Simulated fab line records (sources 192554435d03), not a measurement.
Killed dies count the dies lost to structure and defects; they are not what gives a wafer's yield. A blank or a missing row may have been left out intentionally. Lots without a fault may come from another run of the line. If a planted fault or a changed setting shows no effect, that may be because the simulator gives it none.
Which tool did it? ; flow n5Finfet ; Sampling: 8 lots, 24 wafers, 9 of 1938 route steps

WHAT EACH GAUGE READ, for each wafer
N5_DUMMY_GATE_CD_MEAS_24 targets a cd of 15 nm. Usual: cdNm 14.9 nm, standard deviation 0.36.
lot;measured;on;cdNm (nm);flag
L944;day 3 03:14;cdSem-01;14.7 15.4 14.8;
L945;day 3 10:03;cdSem-02;15.1 15.2 15.0;
L953;day 5 07:08;cdSem-01;15.1 15.1 14.8;
L956;day 6 06:16;cdSem-01;15.3 15.9 14.9;
L957;day 6 06:23;cdSem-01;14.6 15.4 14.8;
L960;day 7 10:55;cdSem-03;15.0 15.4 14.9;
L965;day 8 05:28;cdSem-01;14.8 14.6 14.9;
L966;day 8 14:25;cdSem-03;14.9 14.8 14.8;

N5_SPACER0_INSPECT_04: inspects for defects (darkfield). Usual: rawDefectCount 129, standard deviation 29.
lot;measured;on;rawDefectCount;flag
L944;day 3 04:38;defectInspect-02;182 121 122;
L945;day 3 10:56;defectInspect-01;106 96 122;
L953;day 5 08:01;defectInspect-02;854 933 878;OFF
L956;day 6 07:23;defectInspect-02;829 850 851;OFF
L957;day 6 07:55;defectInspect-01;155 127 109;
L960;day 7 11:49;defectInspect-02;116 113 114;
L965;day 8 06:23;defectInspect-02;100 100 166;
L966;day 8 15:29;defectInspect-01;208 141 138;

N5_SD_EPI_N_INSPECT_11: inspects for defects (macro). Usual: rawDefectCount 2.1, standard deviation 1.3.
lot;measured;on;rawDefectCount;flag
L944;day 3 04:57;defectInspect-01;4 1 0;
L945;day 3 11:23;defectInspect-02;2 1 5;
L953;day 5 08:20;defectInspect-02;>300 >300 >300;OFF
L956;day 6 07:43;defectInspect-01;>300 >300 >300;OFF
L957;day 6 08:23;defectInspect-02;3 2 0;
L960;day 7 12:08;defectInspect-02;3 1 4;
L965;day 8 06:50;defectInspect-01;2 2 2;
L966;day 8 15:56;defectInspect-01;1 3 1;

N5_SD_EPI_N_INSPECT_26: inspects for defects (darkfield). Usual: rawDefectCount 197, standard deviation 36.
lot;measured;on;rawDefectCount;flag
L944;day 3 09:41;defectInspect-01;264 211 195;
L945;day 3 16:18;defectInspect-01;179 148 197;
L953;day 5 13:35;defectInspect-02;926 1007 957;OFF
L956;day 6 11:45;defectInspect-01;891 936 932;OFF
L957;day 6 12:23;defectInspect-01;220 201 156;
L960;day 7 16:13;defectInspect-01;185 171 189;
L965;day 8 11:36;defectInspect-02;147 157 244;
L966;day 8 20:07;defectInspect-02;255 191 231;

N5_SD_EPI_P_INSPECT_26: inspects for defects (darkfield). Usual: rawDefectCount 170, standard deviation 35.
lot;measured;on;rawDefectCount;flag
L944;day 3 14:44;defectInspect-01;200 150 112;
L945;day 3 22:00;defectInspect-01;150 156 193;
L953;day 5 17:48;defectInspect-02;932 963 937;OFF
L956;day 6 16:07;defectInspect-01;862 857 917;OFF
L957;day 6 16:44;defectInspect-01;198 230 207;
L960;day 7 22:26;defectInspect-01;176 146 156;
L965;day 8 15:53;defectInspect-01;129 154 188;
L966;day 9 00:43;defectInspect-01;173 155 177;

N5_BEOL_M4_RC_MEAS_101. Usual: DIBL_N 36.4 mV/V, standard deviation 1.9; DIBL_P 35.8 mV/V, standard deviation 2.1; IOFF_N 0.158 nA/um, standard deviation 0.029; IOFF_P 0.21 nA/um, standard deviation 0.035; ION_N 676 uA/um, standard deviation 14; ION_P 465 uA/um, standard deviation 9.7; SS_N 71.5 mV/dec, standard deviation 0.66; SS_P 73.4 mV/dec, standard deviation 0.7; VT_N 249.8 mV, standard deviation 3; VT_P -250 mV, standard deviation 3.3.
lot;measured;on;DIBL_N (mV/V);DIBL_P (mV/V);IOFF_N (nA/um);IOFF_P (nA/um);ION_N (uA/um);ION_P (uA/um);SS_N (mV/dec);SS_P (mV/dec);VT_N (mV);VT_P (mV);flag
L944;day 9 10:20;prober-01;38.5 37.8 37.9;39.9 36.8 37.4;0.219 0.196 0.190;0.27 0.21 0.21;677 677 665;463 455 452;71.9 72.8 72.8;75.0 73.8 74.1;242.7 249.7 250.0;-249 -251 -253;
L945;day 9 11:25;prober-01;34.4 33.5 34.8;34.7 33.8 35.7;0.131 0.116 0.143;0.20 0.19 0.22;649 652 674;451 456 473;71.3 70.9 71.7;73.2 73.1 73.1;250.7 254.2 250.6;-249 -249 -248;
L953;day 11 04:08;prober-01;38.3 34.2 35.1;38.8 35.3 35.8;0.204 0.135 0.141;0.30 0.23 0.24;678 686 667;472 482 473;72.6 71.4 71.6;74.8 73.7 73.9;246.1 250.5 250.7;-246 -246 -246;
L956;day 12 12:55;prober-02;38.2 33.7 36.4;38.0 33.5 36.1;0.187 0.113 0.148;0.21 0.15 0.18;678 663 675;465 456 452;72.9 70.5 71.4;73.3 71.4 73.2;248.1 253.5 250.3;-250 -253 -253;
L957;day 12 22:19;prober-01;36.3 35.3 37.1;36.4 35.0 36.8;0.150 0.140 0.162;0.20 0.18 0.21;664 671 683;454 454 460;71.9 71.2 71.9;73.8 72.8 73.5;249.2 251.6 251.9;-253 -254 -253;
L960;day 13 14:19;prober-02;37.2 35.7 38.0;36.5 33.7 36.4;0.184 0.157 0.185;0.24 0.20 0.23;702 689 687;483 468 467;71.8 71.6 72.3;73.5 72.7 73.7;245.4 246.4 245.8;-248 -250 -250;
L965;day 14 17:02;prober-01;36.4 37.4 35.7;37.0 37.0 35.5;0.159 0.168 0.139;0.23 0.22 0.21;691 676 679;473 466 472;70.7 71.6 71.5;73.3 73.9 73.3;250.1 248.1 253.4;-250 -250 -250;
L966;day 14 22:58;prober-02;37.2 35.6 36.6;37.9 36.8 37.2;0.162 0.142 0.151;0.22 0.20 0.22;671 679 670;459 464 461;72.3 71.2 71.8;73.8 72.9 73.7;250.7 250.5 252.0;-250 -249 -248;

EACH LOT AND THE TOOL THAT RAN IT (in order: tool; ch and the chambers of the sampled wafers; start)
lot;N5_DUMMY_GATE_ETCH_32;N5_DUMMY_GATE_ETCH_44;N5_SPACER0_ALD_08
L944;rieSi-04 ch 1,2, day 3 03:02;rieSi-04 ch 1,2, day 3 03:07;aldSin-03 ch 1,2,3, day 3 04:28
L945;rieSi-02 ch 1,2, day 3 09:51;rieSi-02 ch 1,2, day 3 09:56;aldSin-04 ch 2,3, day 3 10:47
L953;rieSi-04 ch 0,2,3, day 5 06:56;rieSi-04 ch 0,2,3, day 5 07:01;aldSin-02 ch 2,3, day 5 07:52
L956;rieSi-01 ch 0,1,3, day 6 06:04;rieSi-01 ch 0,1,3, day 6 06:10;aldSin-02 ch 0,1,3, day 6 07:14
L957;rieSi-02 ch 1,2, day 6 06:11;rieSi-02 ch 1,2, day 6 06:16;aldSin-04 ch 2,3, day 6 07:46
L960;rieSi-01 ch 0,1,2, day 7 10:43;rieSi-01 ch 0,1,2, day 7 10:49;aldSin-04 ch 0,1,3, day 7 11:39
L965;rieSi-01 ch 0,1,3, day 8 05:17;rieSi-01 ch 0,1,3, day 8 05:22;aldSin-03 ch 0,2,3, day 8 06:13
L966;rieSi-01 ch 0,1,2, day 8 14:13;rieSi-01 ch 0,1,2, day 8 14:18;aldSin-02 ch 2,3, day 8 15:19
- N5_DUMMY_GATE_ETCH_32: etches SiO2 in CF4, target depth 3.5 nm, time 3.9 s.
- N5_DUMMY_GATE_ETCH_44: etches poly-Si in HBr/O2, stops on SiO2, target depth 127.5 nm.
- N5_SPACER0_ALD_08: deposits SiNx, target thk 2 nm.

WHAT THE TOOLS THEMSELVES READ (means of the sampled wafers that have a number; where no wafer has one, the mark that the record gives instead)
N5_DUMMY_GATE_ETCH_32. Usual: drypumpMotorCurrentA 5.5 A, standard deviation 0.49; oesProductAu 0.996 a.u., standard deviation 0.015; rfFwdPowerW 790.8 W, standard deviation 2.9; throttleValvePct 21.82 %, standard deviation 0.29.
lot;tool;drypumpMotorCurrentA (A);oesProductAu (a.u.);rfFwdPowerW (W);throttleValvePct (%);flag
L944;rieSi-04;5.7;0.985;788.7;21.99;
L945;rieSi-02;5.1;1.020;791.1;21.47;
L953;rieSi-04;5.7;0.998;790.9;21.72;
L956;rieSi-01;5.4;0.991;788.5;21.89;
L957;rieSi-02;5.3;1.004;792.9;21.49;
L960;rieSi-01;5.7;1.003;789.6;21.76;
L965;rieSi-01;5.4;0.993;790.6;21.88;
L966;rieSi-01;5.7;0.993;790.3;21.75;

N5_DUMMY_GATE_ETCH_44. Usual: O2_flow_sccm 10.00 sccm, standard deviation 0.031; drypumpMotorCurrentA 5.5 A, standard deviation 0.49; oesProductAu 0.728 a.u., standard deviation 0.013; rfFwdPowerW 398.1 W, standard deviation 1.2; throttleValvePct 18.49 %, standard deviation 0.23.
lot;tool;O2_flow_sccm (sccm);drypumpMotorCurrentA (A);oesProductAu (a.u.);rfFwdPowerW (W);throttleValvePct (%);flag
L944;rieSi-04;9.97;5.7;0.712;396.3;18.62;
L945;rieSi-02;9.99;5.2;0.732;397.3;18.32;
L953;rieSi-04;10.00;5.7;0.732;398.2;18.40;
L956;rieSi-01;9.98;5.4;0.737;397.9;18.53;
L957;rieSi-02;10.00;5.3;0.733;397.1;18.24;
L960;rieSi-01;10.02;5.7;0.743;398.2;18.49;
L965;rieSi-01;9.96;5.4;0.730;397.2;18.53;
L966;rieSi-01;10.00;5.7;0.739;397.3;18.48;

N5_SPACER0_ALD_08. Usual: heaterPowerW 844 W, standard deviation 87.
lot;tool;heaterPowerW (W);flag
L944;aldSin-03;828;
L945;aldSin-04;928;
L953;aldSin-02;922;
L956;aldSin-02;882;
L957;aldSin-04;833;
L960;aldSin-04;822;
L965;aldSin-03;830;
L966;aldSin-02;955;

THE ANSWER, worked out from the rows above alone
Rule: lot off if the mean of its wafers having a number is beyond 3 standard deviations from the usual mean. Also off: a lot with no number at a reading for which 4 or more lots have one. Where the step has rows for the other lots, those lots are counted as sound. Order of review: gauges by route order, followed by the tools' own readings, for which a lot's mean as printed above is used. The first step at which some lot is off is used, and at that step the reading that is off furthest; a lot without a number counts as furthest.
Off, at N5_SPACER0_INSPECT_04 on rawDefectCount: L953, L956.
A tool fits if, at a process step before that reading, it ran every lot that is off, and no sound lot after the first of them. The gauges at N5_SPACER0_INSPECT_04 are tried like those tools. Not one of the candidates tried fits.

WHAT THE SIMULATOR HAD PUT IN
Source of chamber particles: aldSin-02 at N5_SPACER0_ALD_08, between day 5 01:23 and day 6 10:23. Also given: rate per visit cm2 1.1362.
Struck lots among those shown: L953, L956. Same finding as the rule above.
